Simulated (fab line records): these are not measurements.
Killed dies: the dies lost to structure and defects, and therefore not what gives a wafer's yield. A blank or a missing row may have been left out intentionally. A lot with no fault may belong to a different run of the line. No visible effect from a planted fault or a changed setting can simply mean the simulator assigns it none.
Which tool is to blame? | flow nand_harc | Sampling: 12 lots, 36 wafers, 5 of 1159 route steps

WHAT THE GAUGES READ, wafer by wafer
NHARC_END_SORT_01. Usual: defect_limited_yield 95.4 %, standard deviation 1.6; killed_at_array 27, standard deviation 11; killed_at_other 0.8, standard deviation 1.4; killed_at_periphery 3.3, standard deviation 2; killed_dies 31, standard deviation 11; killed_open 3.4, standard deviation 1.8; killed_short 2.1, standard deviation 1.3; sort_bin_2_pct 1.4 %, standard deviation 0.7; sort_bin_3_pct 0.24 %, standard deviation 0.21; sort_bin_4_pct 2.9 %, standard deviation 1; sort_n_pass 646, standard deviation 11; sort_rim_yield_pct 95.4 %, standard deviation 2.8; sort_yield_pct 95.4 %, standard deviation 1.6.
lot  | measured     | on        | defect_limited_yield (%) | killed_at_array | killed_at_other | killed_at_periphery | killed_dies | killed_open | killed_short | sort_bin_2_pct (%) | sort_bin_3_pct (%) | sort_bin_4_pct (%) | sort_n_pass | sort_rim_yield_pct (%) | sort_yield_pct (%) | flag
L262 | day 22 11:56 | prober-01 | 95.0 93.2 93.2           | 32 44 45        | 0 0 1           | 2 2 0               | 34 46 46    | 2 4 1       | 0 4 2        | 1.9 2.4 2.4        | 0.74 0.30 0.30     | 2.4 4.1 4.1        | 643 631 631 | 93.4 95.3 97.2         | 95.0 93.2 93.2     |
L264 | day 23 10:21 | prober-01 | 97.8 97.8 96.0           | 11 9 19         | 0 0 0           | 4 6 8               | 15 15 27    | 3 1 5       | 1 1 1        | 0.7 0.9 0.6        | 0.30 0 0.30        | 1.2 1.3 3.1        | 662 662 650 | 97.2 96.2 98.1         | 97.8 97.8 96.0     |

WHAT TOOL EACH LOT RAN ON (gives the tool, then ch and the chambers of the sampled wafers, and finally the start)
lot  | NHARC_P_M0_DESCUM_14               | NHARC_P_M0_DEP_32              | NHARC_P_M1_SOFTBAKE_04            | NHARC_P_M1_ETCH_15
L251 | rie_diel-01 ch 1,2,3, day 6 14:46  | pecvd-03 ch 0,1,2, day 6 17:23 | litho_track-06 ch 0, day 6 18:00  | rie_diel-05 ch 0,2,3, no start
L255 | rie_diel-09 ch 0,1, day 7 15:44    | pecvd-03 ch 0,2, day 7 18:25   | litho_track-06 ch 0, day 7 19:00  | rie_diel-10 ch 1,2,3, no start
L257 | rie_diel-09 ch 2,3, day 8 07:02    | pecvd-02 ch 1,2, day 8 09:46   | litho_track-06 ch 0, day 8 10:00  | rie_diel-02 ch 1,2, no start
L256 | rie_diel-01 ch 0,2, day 8 07:17    | pecvd-03 ch 1,2, day 8 09:53   | litho_track-04 ch 0, day 8 10:00  | rie_diel-05 ch 0,1, no start
L258 | rie_diel-09 ch 1,2, day 8 16:58    | pecvd-02 ch 1,2, day 8 19:41   | litho_track-04 ch 0, day 8 20:00  | rie_diel-05 ch 1,2,3, no start
L262 | rie_diel-01 ch 1,2, day 9 13:20    | pecvd-02 ch 1,2, day 9 16:01   | litho_track-06 ch 0, day 9 16:00  | rie_diel-02 ch 1,2, day 22 11:56 or earlier
L261 | rie_diel-01 ch 0,1, day 9 13:58    | pecvd-02 ch 0,1,2, day 9 16:40 | litho_track-04 ch 0, day 9 17:00  | rie_diel-10 ch 2,3, no start
L264 | rie_diel-09 ch 0,1,2, day 10 02:22 | pecvd-03 ch 0,2, day 10 05:55  | litho_track-01 ch 0, day 10 06:00 | rie_diel-05 ch 1,2,3, day 23 10:21 or earlier
L266 | rie_diel-13 ch 1,2,3, day 10 08:33 | pecvd-02 ch 1,2, day 10 11:13  | litho_track-04 ch 0, day 10 12:00 | rie_diel-10 ch 1,2,3, no start
L265 | rie_diel-13 ch 0,1,3, day 10 11:56 | pecvd-04 ch 0,1, day 10 14:33  | litho_track-01 ch 0, day 10 15:00 | rie_diel-10 ch 0,1,3, no start
L267 | rie_diel-01 ch 1,2, day 10 14:05   | pecvd-02 ch 0,1, day 10 16:46  | litho_track-04 ch 0, day 10 17:00 | rie_diel-02 ch 0,3, no start
L270 | rie_diel-01 ch 1,2,3, day 11 03:08 | pecvd-04 ch 1,2, day 11 07:46  | litho_track-04 ch 0, day 11 08:00 | rie_diel-05 ch 0,1, no start
- NHARC_P_M0_DESCUM_14: chemistry O2, time 3 s.
- NHARC_P_M0_DEP_32: deposits SiCN, target thk 30 nm.
- NHARC_P_M1_SOFTBAKE_04: time 55 s.
- NHARC_P_M1_ETCH_15: etches the open film in C4F8/Ar, target depth 182.5 nm, time 91.2 s.

AS READ BY THE TOOLS THEMSELVES (means over the sampled wafers that have a number; for cases with no such wafer, the mark the record gives instead)
NHARC_P_M0_DESCUM_14. Usual: drypump_motor_current_A 6.0 A, standard deviation 0.49; oes_product_au 1.002 a.u., standard deviation 0.0071; rf_vpp_V 57.8 V, standard deviation 0.84; showerhead_plenum_p_Torr 1.92 Torr, standard deviation 0.062; throttle_valve_pct 11.312 %, standard deviation 0.0085.
lot  | tool        | drypump_motor_current_A (A) | oes_product_au (a.u.) | rf_vpp_V (V) | showerhead_plenum_p_Torr (Torr) | throttle_valve_pct (%) | flag
L251 | rie_diel-01 | 6.0                         | 1.005                 | 57.4         | 1.91                            | 11.313                 |
L255 | rie_diel-09 | 5.5                         | 1.004                 | 57.7         | 1.96                            | 11.310                 |
L257 | rie_diel-09 | 5.9                         | 1.000                 | 57.9         | 1.87                            | 11.312                 |
L256 | rie_diel-01 | 6.7                         | 1.001                 | 58.2         | 1.95                            | 11.310                 |
L258 | rie_diel-09 | 5.7                         | 0.999                 | 58.0         | 1.90                            | 11.308                 |
L262 | rie_diel-01 | 6.2                         | 1.003                 | 58.1         | 1.88                            | 11.319                 |
L261 | rie_diel-01 | 6.5                         | 1.002                 | 57.9         | 1.98                            | 11.315                 |
L264 | rie_diel-09 | 5.8                         | 0.990                 | 57.4         | 1.93                            | 11.319                 |
L266 | rie_diel-13 | 5.9                         | 1.005                 | 58.3         | 1.92                            | 11.320                 |
L265 | rie_diel-13 | 6.1                         | 1.002                 | 57.0         | 1.85                            | 11.308                 |
L267 | rie_diel-01 | 6.5                         | 0.998                 | 57.5         | 1.90                            | 11.309                 |
L270 | rie_diel-01 | 6.0                         | 1.004                 | 57.7         | 1.90                            | 11.311                 |

NHARC_P_M0_DEP_32. Usual: heater_power_outer_w 320 W, standard deviation 51; heater_power_w 561 W, standard deviation 72; susceptor_temp_C 370.00 C, standard deviation 0.22.
lot  | tool     | heater_power_outer_w (W) | heater_power_w (W) | susceptor_temp_C (C) | flag
L251 | pecvd-03 | 340                      | 553                | 370.06               |
L255 | pecvd-03 | 375                      | 605                | 369.74               |
L257 | pecvd-02 | 365                      | 635                | 369.93               |
L256 | pecvd-03 | 360                      | 583                | 369.92               |
L258 | pecvd-02 | 360                      | 634                | 369.80               |
L262 | pecvd-02 | 323                      | 579                | 370.06               |
L261 | pecvd-02 | 311                      | 571                | 369.98               |
L264 | pecvd-03 | 373                      | 582                | 369.83               |
L266 | pecvd-02 | 357                      | 635                | 369.80               |
L265 | pecvd-04 | 249                      | 466                | 370.20               |
L267 | pecvd-02 | 301                      | 529                | 370.03               |
L270 | pecvd-04 | 291                      | 534                | 369.93               |

NHARC_P_M1_SOFTBAKE_04. Usual: heater_power_total_W 188.44 W, standard deviation 0.14; resist_line_temp_C 22.98 C, standard deviation 0.1.
lot  | tool           | heater_power_total_W (W) | resist_line_temp_C (C) | flag
L251 | litho_track-06 | 188.56                   | 22.89                  |
L255 | litho_track-06 | 188.37                   | 22.94                  |
L257 | litho_track-06 | 188.30                   | 23.03                  |
L256 | litho_track-04 | 188.42                   | 23.00                  |
L258 | litho_track-04 | 188.35                   | 22.94                  |
L262 | litho_track-06 | 188.35                   | 23.17                  |
L261 | litho_track-04 | 188.27                   | 23.04                  |
L264 | litho_track-01 | 188.42                   | 22.99                  |
L266 | litho_track-04 | 179.61                   | 22.98                  | OFF
L265 | litho_track-01 | 188.48                   | 22.97                  |
L267 | litho_track-04 | 179.58                   | 23.11                  | OFF
L270 | litho_track-04 | 179.62                   | 23.07                  | OFF

NHARC_P_M1_ETCH_15. Usual: oes_product_au 0.952 a.u., standard deviation 0.021; rf_vpp_V 439.9 V, standard deviation 2.8.
lot  | tool        | oes_product_au (a.u.) | rf_vpp_V (V) | flag
L251 | rie_diel-05 | 0.929                 | 441.7        |
L255 | rie_diel-10 | 0.968                 | 437.4        |
L257 | rie_diel-02 | 0.967                 | 441.6        |
L256 | rie_diel-05 | 0.960                 | 441.3        |
L258 | rie_diel-05 | 0.968                 | 438.8        |
L262 | rie_diel-02 | 0.922                 | 442.6        |
L261 | rie_diel-10 | 0.922                 | 437.3        |
L264 | rie_diel-05 | 0.962                 | 439.8        |
L266 | rie_diel-10 | 0.965                 | 437.6        |
L265 | rie_diel-10 | 0.980                 | 438.7        |
L267 | rie_diel-02 | 0.925                 | 439.6        |
L270 | rie_diel-05 | 0.956                 | 443.2        |

THE ANSWER, worked out from the rows above alone
Rule: a lot counts as off when the mean over its wafers that have a number is more than 3 standard deviations away from the usual mean. A lot without any number at a reading at which 4 lots or more have one is off too. Where the step has rows for the other lots, those lots are counted as sound. After the gauges, taken in route order, come the tools' own readings; for these a lot's mean is taken, as printed above. At the first step where some lot is off, the reading lying furthest off is the one used; lots without a number count as furthest.
Off: L266, L267, L270, at NHARC_P_M1_SOFTBAKE_04 (heater_power_total_W).
A tool fits if, at that step or a process step before it, it ran every lot that is off, and no sound lot after the first of them. One candidate fits, namely litho_track-04 at NHARC_P_M1_SOFTBAKE_04. A fault onset in the window from L261 (day 9 17:00, its last sound lot) to L266 (day 10 12:00, its first lot off) fits.
On the lots that are off, the tool's own readings at NHARC_P_M1_SOFTBAKE_04 differ by more than 5 times the standard deviation of the sound lots' means, which bears it out; heater_power_total_W reads 179.60 W there versus 188.39 W on the sound lots.

WHAT THE SIMULATOR PUT IN
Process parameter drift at NHARC_P_M1_SOFTBAKE_04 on litho_track-04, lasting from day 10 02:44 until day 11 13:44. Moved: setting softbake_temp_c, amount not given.
Struck lots among those shown: L266, L267, L270. The same result came from the rule above.
